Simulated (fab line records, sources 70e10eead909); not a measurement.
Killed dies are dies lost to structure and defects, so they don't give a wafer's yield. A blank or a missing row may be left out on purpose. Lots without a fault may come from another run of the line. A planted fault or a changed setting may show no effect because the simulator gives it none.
Which tool did it? | flow nand_harc | 24 lots, 72 wafers sampled, at 4 steps of a route of 1302

WHAT THE GAUGES READ, wafer by wafer
NHARC_A_SLIT_INSPECT_11. Usual: raw_defect_count 59, standard deviation 28.
lot  | measured     | on                | raw_defect_count | flag
L074 | day 18 20:55 | defect_inspect-01 | 119 113 111      |
L076 | day 20 05:07 | defect_inspect-02 | 110 96 113       |
L075 | day 20 04:49 | defect_inspect-01 | 19 19 21         |
L077 | day 20 08:41 | defect_inspect-02 | 12 26 18         |
L078 | day 21 06:11 | defect_inspect-01 | 26 26 19         |
L079 | day 21 08:35 | defect_inspect-01 | 45 26 32         |
L080 | day 22 01:48 | defect_inspect-01 | 64 52 53         |
L082 | day 22 15:40 | defect_inspect-01 | 67 74 54         |
L081 | day 22 15:31 | defect_inspect-01 | 71 66 70         |
L083 | day 23 04:55 | defect_inspect-02 | 29 23 41         |
L085 | day 23 23:05 | defect_inspect-02 | 44 35 37         |
L084 | day 23 23:14 | defect_inspect-01 | 73 67 68         |
L086 | day 24 04:23 | defect_inspect-01 | 86 88 79         |
L089 | day 25 12:23 | defect_inspect-01 | 47 63 65         |
L088 | day 25 11:23 | defect_inspect-01 | 63 57 63         |
L087 | day 25 12:36 | defect_inspect-02 | 48 63 50         |
L090 | day 26 00:11 | defect_inspect-02 | 27 22 20         |
L091 | day 26 00:02 | defect_inspect-02 | 104 85 92        |
L092 | day 27 06:13 | defect_inspect-02 | 89 130 100       |
L093 | day 27 10:41 | defect_inspect-01 | 76 60 62         |
L095 | day 27 22:51 | defect_inspect-02 | 71 83 81         |
L094 | day 27 22:42 | defect_inspect-02 | 27 27 31         |
L096 | day 28 18:16 | defect_inspect-01 | 55 57 62         |
L097 | day 29 06:23 | defect_inspect-01 | 70 68 58         |

WHICH TOOL RAN EACH LOT (tool, then ch and the chambers of the sampled wafers, then the start)
lot  | NHARC_A_STAIRCASE_DEP_322       | NHARC_A_SGD_CUT_DEP_00          | NHARC_A_SGD_CUT_STRIP_17
L074 | pecvd-04 ch 0,1,2, day 17 06:05 | pecvd-03 ch 0,1,2, day 18 07:58 | rie_diel-11 ch 0,1,2, day 18 20:55 or earlier
L076 | pecvd-01 ch 0,1,2, day 18 10:39 | pecvd-02 ch 0,2, day 19 13:57   | rie_diel-03 ch 0,2,3, day 20 05:07 or earlier
L075 | pecvd-03 ch 0,2, day 18 10:44   | pecvd-03 ch 1,2, day 19 13:50   | rie_diel-11 ch 1,3, day 20 04:49 or earlier
L077 | pecvd-03 ch 1,2, day 18 17:56   | pecvd-03 ch 0,2, day 19 19:56   | rie_diel-02 ch 0,1,3, day 20 08:41 or earlier
L078 | pecvd-04 ch 0,1,2, day 19 15:33 | pecvd-02 ch 0,1,2, day 20 17:37 | rie_diel-11 ch 0,1,3, day 21 06:11 or earlier
L079 | pecvd-01 ch 0,1, day 19 20:56   | pecvd-04 ch 0,2, day 20 17:11   | rie_diel-11 ch 0,3, day 21 08:35 or earlier
L080 | pecvd-01 ch 0,1,2, day 20 12:51 | pecvd-04 ch 0,1, day 21 12:45   | rie_diel-03 ch 0,1,3, day 22 01:48 or earlier
L082 | pecvd-04 ch 1,2, day 20 23:52   | pecvd-02 ch 0,1,2, day 22 00:56 | rie_diel-11 ch 0,1,2, day 22 15:40 or earlier
L081 | pecvd-01 ch 0,1,2, day 20 23:53 | pecvd-04 ch 0,2, day 22 00:50   | rie_diel-02 ch 0,1, day 22 15:31 or earlier
L083 | pecvd-03 ch 0,1,2, day 21 14:45 | pecvd-02 ch 0,1, day 22 15:31   | rie_diel-02 ch 0,1,3, day 23 04:55 or earlier
L085 | pecvd-04 ch 0,1,2, day 22 03:47 | pecvd-03 ch 0,1,2, day 23 10:01 | rie_diel-02 ch 0,2, day 23 23:05 or earlier
L084 | pecvd-01 ch 1,2, day 22 12:08   | pecvd-03 ch 1,2, day 23 12:25   | rie_diel-02 ch 1,3, day 23 23:14 or earlier
L086 | pecvd-03 ch 1,2, day 22 12:09   | pecvd-02 ch 0,1,2, day 23 15:16 | rie_diel-03 ch 0,2, day 24 04:23 or earlier
L089 | pecvd-01 ch 0,1, day 24 00:22   | pecvd-03 ch 0,2, day 24 23:01   | rie_diel-11 ch 0,2,3, day 25 12:23 or earlier
L088 | pecvd-04 ch 0,1, day 24 00:33   | pecvd-02 ch 0,1, day 24 23:07   | rie_diel-03 ch 0,2,3, day 25 11:23 or earlier
L087 | pecvd-04 ch 0,1,2, day 24 00:55 | pecvd-02 ch 0,2, day 25 00:08   | rie_diel-11 ch 2,3, day 25 12:36 or earlier
L090 | pecvd-01 ch 0,1, day 24 12:13   | pecvd-02 ch 0,2, day 25 11:44   | rie_diel-03 ch 0,2,3, day 26 00:11 or earlier
L091 | pecvd-04 ch 0,1, day 24 12:18   | pecvd-04 ch 0,1,2, day 25 11:52 | rie_diel-11 ch 0,2,3, day 26 00:02 or earlier
L092 | pecvd-04 ch 0,1,2, day 25 14:28 | pecvd-02 ch 1,2, day 26 17:14   | rie_diel-03 ch 0,1, day 27 06:13 or earlier
L093 | pecvd-04 ch 0,2, day 25 22:22   | pecvd-03 ch 0,1,2, day 26 22:16 | rie_diel-11 ch 0,1,3, day 27 10:41 or earlier
L095 | pecvd-01 ch 0,1, day 26 07:55   | pecvd-02 ch 0,2, day 27 10:37   | rie_diel-11 ch 1,2, day 27 22:51 or earlier
L094 | pecvd-04 ch 0,1, day 26 07:55   | pecvd-02 ch 0,1,2, day 27 10:26 | rie_diel-02 ch 0,1,2, day 27 22:42 or earlier
L096 | pecvd-04 ch 0,2, day 27 05:14   | pecvd-03 ch 0,1, day 28 05:32   | rie_diel-02 ch 0,3, day 28 18:16 or earlier
L097 | pecvd-01 ch 0,1, day 27 14:14   | pecvd-04 ch 0,2, day 28 17:26   | rie_diel-11 ch 1,2,3, day 29 06:23 or earlier
- NHARC_A_STAIRCASE_DEP_322: deposits SiO2, target thk 7200 nm.
- NHARC_A_SGD_CUT_DEP_00: deposits SiNx, target thk 50 nm.
- NHARC_A_SGD_CUT_STRIP_17: strips in O2.

WHAT THE TOOLS THEMSELVES READ (means of the sampled wafers that have a number; where no wafer has one, the mark that the record gives instead)
NHARC_A_STAIRCASE_DEP_322. Usual: heater_power_w 668 W, standard deviation 94.
lot  | tool     | heater_power_w (W) | flag
L074 | pecvd-04 | 674                |
L076 | pecvd-01 | 639                |
L075 | pecvd-03 | 615                |
L077 | pecvd-03 | 679                |
L078 | pecvd-04 | 734                |
L079 | pecvd-01 | 604                |
L080 | pecvd-01 | 604                |
L082 | pecvd-04 | 687                |
L081 | pecvd-01 | 610                |
L083 | pecvd-03 | 645                |
L085 | pecvd-04 | 680                |
L084 | pecvd-01 | 697                |
L086 | pecvd-03 | 676                |
L089 | pecvd-01 | 595                |
L088 | pecvd-04 | 718                |
L087 | pecvd-04 | 696                |
L090 | pecvd-01 | 604                |
L091 | pecvd-04 | 693                |
L092 | pecvd-04 | 685                |
L093 | pecvd-04 | 637                |
L095 | pecvd-01 | 651                |
L094 | pecvd-04 | 768                |
L096 | pecvd-04 | 691                |
L097 | pecvd-01 | 599                |

NHARC_A_SGD_CUT_DEP_00. Usual: heater_power_w 718 W, standard deviation 94.
lot  | tool     | heater_power_w (W) | flag
L074 | pecvd-03 | 702                |
L076 | pecvd-02 | 609                |
L075 | pecvd-03 | 703                |
L077 | pecvd-03 | 719                |
L078 | pecvd-02 | 722                |
L079 | pecvd-04 | 693                |
L080 | pecvd-04 | 827                |
L082 | pecvd-02 | 740                |
L081 | pecvd-04 | 705                |
L083 | pecvd-02 | 791                |
L085 | pecvd-03 | 657                |
L084 | pecvd-03 | 695                |
L086 | pecvd-02 | 748                |
L089 | pecvd-03 | 601                |
L088 | pecvd-02 | 810                |
L087 | pecvd-02 | 627                |
L090 | pecvd-02 | 673                |
L091 | pecvd-04 | 786                |
L092 | pecvd-02 | 781                |
L093 | pecvd-03 | 678                |
L095 | pecvd-02 | 664                |
L094 | pecvd-02 | 692                |
L096 | pecvd-03 | 569                |
L097 | pecvd-04 | 744                |

NHARC_A_SGD_CUT_STRIP_17. Usual: drypump_motor_current_A 5.7 A, standard deviation 0.41; oes_product_au 1.000 a.u., standard deviation 0.011; rf_vpp_V 57.7 V, standard deviation 0.83; showerhead_plenum_p_Torr 3.55 Torr, standard deviation 0.078; throttle_valve_pct 17.038 %, standard deviation 0.0075.
lot  | tool        | drypump_motor_current_A (A) | oes_product_au (a.u.) | rf_vpp_V (V) | showerhead_plenum_p_Torr (Torr) | throttle_valve_pct (%) | flag
L074 | rie_diel-11 | 5.8                         | 0.991                 | 57.4         | 3.52                            | 17.032                 |
L076 | rie_diel-03 | 5.7                         | 1.004                 | 57.5         | 3.57                            | 17.038                 |
L075 | rie_diel-11 | 5.8                         | 0.999                 | 58.0         | 3.58                            | 17.032                 |
L077 | rie_diel-02 | 5.4                         | 1.006                 | 57.3         | 3.52                            | 17.032                 |
L078 | rie_diel-11 | 5.7                         | 1.006                 | 57.8         | 3.52                            | 17.032                 |
L079 | rie_diel-11 | 5.5                         | 0.996                 | 57.8         | 3.55                            | 17.036                 |
L080 | rie_diel-03 | 5.6                         | 1.003                 | 57.4         | 3.57                            | 17.034                 |
L082 | rie_diel-11 | 5.9                         | 1.003                 | 57.1         | 3.51                            | 17.031                 |
L081 | rie_diel-02 | 5.7                         | 1.001                 | 57.7         | 3.50                            | 17.042                 |
L083 | rie_diel-02 | 5.4                         | 1.010                 | 58.0         | 3.52                            | 17.039                 |
L085 | rie_diel-02 | 5.9                         | 0.988                 | 57.7         | 3.53                            | 17.042                 |
L084 | rie_diel-02 | 5.3                         | 1.015                 | 57.2         | 3.59                            | 17.043                 |
L086 | rie_diel-03 | 6.0                         | 1.002                 | 57.8         | 3.60                            | 17.041                 |
L089 | rie_diel-11 | 5.6                         | 0.997                 | 58.3         | 3.53                            | 17.044                 |
L088 | rie_diel-03 | 5.8                         | 0.999                 | 58.7         | 3.56                            | 17.049                 |
L087 | rie_diel-11 | 5.7                         | 0.996                 | 57.1         | 3.60                            | 17.033                 |
L090 | rie_diel-03 | 5.8                         | 1.007                 | 58.1         | 3.56                            | 17.033                 |
L091 | rie_diel-11 | 5.6                         | 1.000                 | 57.4         | 3.53                            | 17.044                 |
L092 | rie_diel-03 | 5.5                         | 1.000                 | 58.5         | 3.58                            | 17.041                 |
L093 | rie_diel-11 | 5.7                         | 1.003                 | 56.6         | 3.51                            | 17.049                 |
L095 | rie_diel-11 | 6.1                         | 0.985                 | 57.7         | 3.57                            | 17.043                 |
L094 | rie_diel-02 | 5.7                         | 0.996                 | 57.0         | 3.55                            | 17.039                 |
L096 | rie_diel-02 | 5.5                         | 1.014                 | 56.7         | 3.45                            | 17.040                 |
L097 | rie_diel-11 | 6.0                         | 0.991                 | 57.5         | 3.57                            | 17.041                 |

THE ANSWER, worked out from the rows above alone
Rule: a lot is off if the mean of its wafers that have a number lies more than 3 standard deviations from the usual mean. A lot without any number at a reading at which 4 lots or more have one is off too. The other lots that the step has rows for count as sound. The gauges are gone through in route order, then the tools' own readings, and for those a lot's mean is taken as printed above. The first step at which some lot is off is used, and at that step the reading that is off furthest; a lot without a number counts as furthest.
No lot is off at any reading shown: from this, nothing can be told.

WHAT THE SIMULATOR HAD PUT IN
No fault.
